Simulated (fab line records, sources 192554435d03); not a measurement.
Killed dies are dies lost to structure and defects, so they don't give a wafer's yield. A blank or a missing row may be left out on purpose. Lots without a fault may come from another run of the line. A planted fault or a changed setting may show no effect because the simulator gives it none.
A struck lot beside a sound one | flow n5_finfet | 21 steps out of a route of 1938
Sound: wafers L380.2, L380.3, L380.5. Struck: wafer L383.1. (L383.2, L383.5 of the same lot were not struck and are left out.) The cause comes at the end.
At each step with rows: each side's tool, then ch and its chambers, then its first start. Under that, the readings that differ: sound wafers | struck wafers | difference of the means | sigmas: that difference in standard deviations of wafers without a fault.
alike: readings whose means differ by less than 2 such deviations, and words and numbers that are the same on both sides. not compared: withheld readings, readings that some wafer has no value for, bounds like >300 that may hide the same value, and numbers for which the record gives no deviation and whose values overlap.
The two part at a step that has a row with sigmas, a row that says differs or no value, or rows on one side only. Numbers that don't overlap but have no deviation are shown without sigmas and don't part them. A reading that every wafer of one side lacks parts them only if that side has two wafers or more.

first, 2 steps without rows for these wafers: N5_MIM_BOT_DEGAS_01 (time 60 s); N5_MIM_BOT_SPUTTER_00 (material TiN, target thk 35 nm, time 89.7 s).
N5_MIM_TOP_ALD_00: deposits Al2O3, purge time 3 s, co reactant pulse time 3 s.
  sound on ald_hk-02 ch 0,1,3, day 14 20:49; struck on ald_hk-02 ch 3, day 16 01:47
  alike: precursor_pulse_height_rel
N5_MIM_TOP_ALD_01: deposits HfO2, target thk 5.6 nm, pulse time 1 s, purge time 3 s.
  sound on ald_hk-02 ch 0,1,3; struck on ald_hk-02 ch 3
  alike: precursor_pulse_height_rel
then, 1 step without rows for these wafers: N5_MIM_TOP_ALD_02 (deposits Al2O3, purge time 3 s, co reactant pulse time 3 s).
N5_MIM_TOP_DEGAS_04: time 60 s.
  sound on pvd_sputter-01, day 14 21:23; struck on pvd_sputter-01, day 16 02:18
  alike: heater_power_w
N5_MIM_TOP_SPUTTER_03: material TiN, target thk 35 nm, time 89.7 s.
  sound on pvd_sputter-01, day 14 21:25; struck on pvd_sputter-01, day 16 02:20
  alike: throttle_valve_pct
then, 5 steps without rows for these wafers: N5_MIM_TOP_LITHO_HMDS_01 (time 60 s); N5_MIM_TOP_LITHO_COAT_02; N5_MIM_TOP_LITHO_EBR_04; N5_MIM_TOP_LITHO_SOFTBAKE_03 (time 90 s); N5_MIM_TOP_LITHO_EXPOSE_05 (exposes mask MIM TOP, target cd 2000 nm).
N5_MIM_TOP_LITHO_PEB_06:
  sound on litho_track-02 ch 0, day 14 21:41; struck on litho_track-01 ch 0, day 16 02:37
  alike: exhaust_pa
then, 2 steps without rows for these wafers: N5_MIM_TOP_LITHO_DEVELOP_07 (develop time 60 s); N5_MIM_TOP_LITHO_HARDBAKE_09 (time 120 s).
N5_MIM_TOP_LITHO_CD_MEAS_08: target cd 2000 nm.
  sound on cd_sem-01 ch 0, day 14 21:49; struck on cd_sem-03 ch 0, day 16 02:44
  reading    | sound                | struck | difference | sigmas
  cd_nm (nm) | 1999.6 2000.5 2000.5 | 2013.1 | +12.9      | +9
N5_MIM_TOP_LITHO_OVL_MEAS_11:
  sound on overlay-01 ch 0, day 14 21:50; struck on overlay-01 ch 0, day 16 02:46
  alike: MIM_TOP_OVL
N5_MIM_TOP_LITHO_INSPECT_12: inspects for defects (macro).
  sound on defect_inspect-02, day 14 21:52; struck on defect_inspect-01, day 16 02:47
  alike: raw_defect_count
N5_MIM_TOP_LITHO_DESCUM_10: chemistry O2, time 7.9 s.
  sound on rie_diel-03 ch 0,1,2, day 14 21:54; struck on rie_diel-06 ch 0, day 16 02:51
  reading                        | sound          | struck | difference | sigmas
  model.MIM_TOP_LITHO.cd_nm (nm) | 2000 2000 2000 | 2013   | +13        |
  alike: chamber_pressure_mTorr, drypump_motor_current_A, oes_product_au, rf_vpp_V, showerhead_plenum_p_Torr, throttle_valve_pct
  not compared: rf_hours_counter_h
N5_MIM_TOP_ETCH_ETCH_00: etches TiN in Cl2/BCl3, target depth 38.5 nm.
  sound on rie_metal-02 ch 0, day 14 22:01; struck on rie_metal-02 ch 0, day 16 02:56
  reading                | sound | struck | difference                   | sigmas
  rf_hours_counter_h (h) | - - - | 31     | no value on the sound wafers |
  alike: chamber_pressure_mTorr, drypump_motor_current_A, mfc_cl2_sccm, oes_product_au, throttle_valve_pct
N5_PASSIVATION_PROBE_49:
  the record has rows for the sound wafers here (prober-02, day 15 07:53) and none for the struck ones

WHERE THEY PART
First at N5_MIM_TOP_LITHO_CD_MEAS_08; last, within this record, at N5_PASSIVATION_PROBE_49.

WHY: what the simulator had put in
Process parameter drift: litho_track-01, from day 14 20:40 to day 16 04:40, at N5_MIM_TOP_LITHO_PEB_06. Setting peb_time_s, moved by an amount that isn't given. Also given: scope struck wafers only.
